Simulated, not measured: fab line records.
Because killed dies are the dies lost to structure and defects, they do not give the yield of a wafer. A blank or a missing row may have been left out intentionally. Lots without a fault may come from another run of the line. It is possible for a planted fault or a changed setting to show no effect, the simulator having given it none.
The same fault as seen by 2 desks | flow n5_finfet | numbers are kept per desk, each desk with only its own; the story behind them comes last

THE METROLOGY DESK
What the gauges read, lot by lot, whatever tool the lot ran on: means of the sampled wafers that have a number. A lot is out of limits, marked OUT, if its mean lies more than 4 standard deviations from the usual mean; the brackets give that distance.
Columns: A = M12_ILD_THK at N5_BEOL_M12_THK_MEAS_01, usual 658 nm
lot  | first seen here | A
L749 | day 10 06:38    | 650
L748 | day 10 07:00    | 661
L750 | day 10 23:08    | 665
L751 | day 11 06:11    | 665
L753 | day 11 18:49    | 656
L758 | day 13 02:04    | 664
L760 | day 13 03:03    | 650
L759 | day 13 07:10    | 664
L764 | day 14 08:53    | 665
L766 | day 15 00:29    | 657
L771 | day 16 06:19    | 654
This desk found nothing out of limits on any of the 11 lots.

THE TOOL OWNER'S DESK: krf_scanner-02
The tool's own readings at N5_BEOL_M12_EXPOSE_07 (exposes mask V11): means of the sampled wafers that have a number, for each lot that ran on this tool. A lot is out of limits, marked OUT, if its mean lies more than 4 standard deviations from the usual mean; the brackets give that distance.
Columns: A = exposure_dose_mJ_cm2 at N5_BEOL_M12_EXPOSE_07, usual 32.47
lot  | first seen here | A
L748 | day 10 07:16    | 32.51
L750 | day 10 23:25    | 32.45
L751 | day 11 06:19    | 32.48
L758 | day 13 02:20    | 33.43 (+32) OUT
L759 | day 13 07:25    | 33.23 (+25) OUT
This desk's verdict: out of limits on L758, L759, starting with L758 at day 13 02:20 (exposure_dose_mJ_cm2 at N5_BEOL_M12_EXPOSE_07). In limits: L748, L750, L751.

BROUGHT TOGETHER
The tool owner's desk had the chance to raise an alarm at day 13 02:20 on L758, L759.
From the metrology desk's view, nothing was out of limits.
The metrology desk holds a record of L758, L759, inside its limits.
Every lot named ran N5_BEOL_M12_EXPOSE_07 on krf_scanner-02.

WHAT THE SIMULATOR HAD INSERTED
Process parameter drift: krf_scanner-02, from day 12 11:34 on, at N5_BEOL_M12_EXPOSE_07. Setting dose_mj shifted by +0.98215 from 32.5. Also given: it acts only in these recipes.
Lots struck among those shown: L758, L759.
Each desk's first reading out of limits, in hours after the fault started: the tool owner's desk, 15.
